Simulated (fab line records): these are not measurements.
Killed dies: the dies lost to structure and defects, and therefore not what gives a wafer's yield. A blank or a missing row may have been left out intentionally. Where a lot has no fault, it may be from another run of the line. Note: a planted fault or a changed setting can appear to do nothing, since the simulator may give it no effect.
Chamber matching    flow n5Finfet    N5_BEOL_M9_CURE_71 on uvCure-02: 3 sister chambers
The step cures SiCOH lowk, time 240 s. 6 wafers are shown with their chamber, then 8 later ones without.

== WAFERS PAIRED WITH THEIR CHAMBERS ==
wafer   chamber  wafer_temp_C_max  lampPowerPct (%)
L078.3  2        386.4             52.26
L078.4  2        385.8             52.35
L083.5  1        386.9             52.34
L083.6  1        387.2             52.31
L086.6  0        386.8             52.26
L079.1  0        386.4             52.27

== WAFERS MISSING THEIR CHAMBER ==
wafer   wafer_temp_C_max  lampPowerPct (%)
L079.2  386.4             52.34
L079.6  386.5             52.28
L094.1  386.7             52.37
L094.2  387.5             52.37
L094.6  386.7             52.31
L095.1  386.7             52.26
L095.4  386.7             52.21
L095.6  386.6             52.31

== THE CHAMBER EACH PASSED THROUGH ==
wafer   from the rows above           in truth
L079.2  can't be placed: 2 or 0 or 1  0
L079.6  can't be placed: 0 or 2 or 1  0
L094.1  can't be placed: 1 or 2 or 0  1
L094.2  1                             1
L094.6  can't be placed: 1 or 0 or 2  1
L095.1  can't be placed: 0 or 1 or 2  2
L095.4  can't be placed: 0 or 2 or 1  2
L095.6  can't be placed: 0 or 1 or 2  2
Correctly placed: 1 of 8. Cannot be placed on the basis of these rows: 7; the candidates contain the true chamber in 7. Placed wrongly: 0.
How it was worked out, from the rows above alone: a wafer's distance from a chamber is the root of the sum, over the readings, of the square of ((its reading less the chamber's mean) divided by the reading's scatter). If the next closest chamber is less than 2 further off than the closest, the wafer can't be placed; otherwise it belongs to the closest. The mean given for a chamber averages the wafers shown for that chamber. The scatter is the square root of a quotient: the sum, over the shown wafers, of each reading's squared deviation from its chamber's mean, divided by wafers minus chambers.
